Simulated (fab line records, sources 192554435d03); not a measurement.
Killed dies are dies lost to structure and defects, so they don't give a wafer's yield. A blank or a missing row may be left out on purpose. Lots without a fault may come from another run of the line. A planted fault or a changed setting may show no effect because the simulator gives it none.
Which tool did it? | flow n5_finfet | 9 lots, 26 wafers sampled, at 1 step of a route of 1938

WHAT THE GAUGES READ, wafer by wafer
N5_BEOL_M4_RC_MEAS_101.
lot  | measured     | on        | DIBL_N (mV/V)
L760 | day 7 23:18  | prober-02 | 40.3 37.1 43.8
L763 | day 8 22:55  | prober-02 | 37.5 36.0 41.5
L766 | day 9 08:11  | prober-02 | 35.3 38.5 39.3
L765 | day 9 09:13  | prober-01 | 36.5 34.8 40.1
L771 | day 10 19:25 | prober-01 | 37.4 37.1
L772 | day 11 08:12 | prober-02 | 32.2 39.6 37.6
L777 | day 12 22:21 | prober-02 | 33.5 36.2 37.3
L778 | day 12 22:43 | prober-01 | 32.3 36.5 32.7
L779 | day 13 00:56 | prober-02 | 36.2 37.1 35.3

WHICH TOOL RAN EACH LOT (tool, then ch and the chambers of the sampled wafers, then the start)
The record holds no process step before these readings.

THE ANSWER, worked out from the rows above alone
Rule: what is usual is taken from the lots themselves. Put in order of their means at a reading, lots are off if they are a third of the lots or fewer, leave a main group of 4 or more, and stand apart from it by a gap of 3 or more times the standard deviation of the main group's means; of several such gaps the widest counts. A main group whose means are all the same, to the digits that the tables above print for the reading, isn't used. A lot without any number at a reading at which 4 lots or more have one is off too. The other lots that the step has rows for count as sound.
No lot is off at any reading shown: from this, nothing can be told.

WHAT THE SIMULATOR HAD PUT IN
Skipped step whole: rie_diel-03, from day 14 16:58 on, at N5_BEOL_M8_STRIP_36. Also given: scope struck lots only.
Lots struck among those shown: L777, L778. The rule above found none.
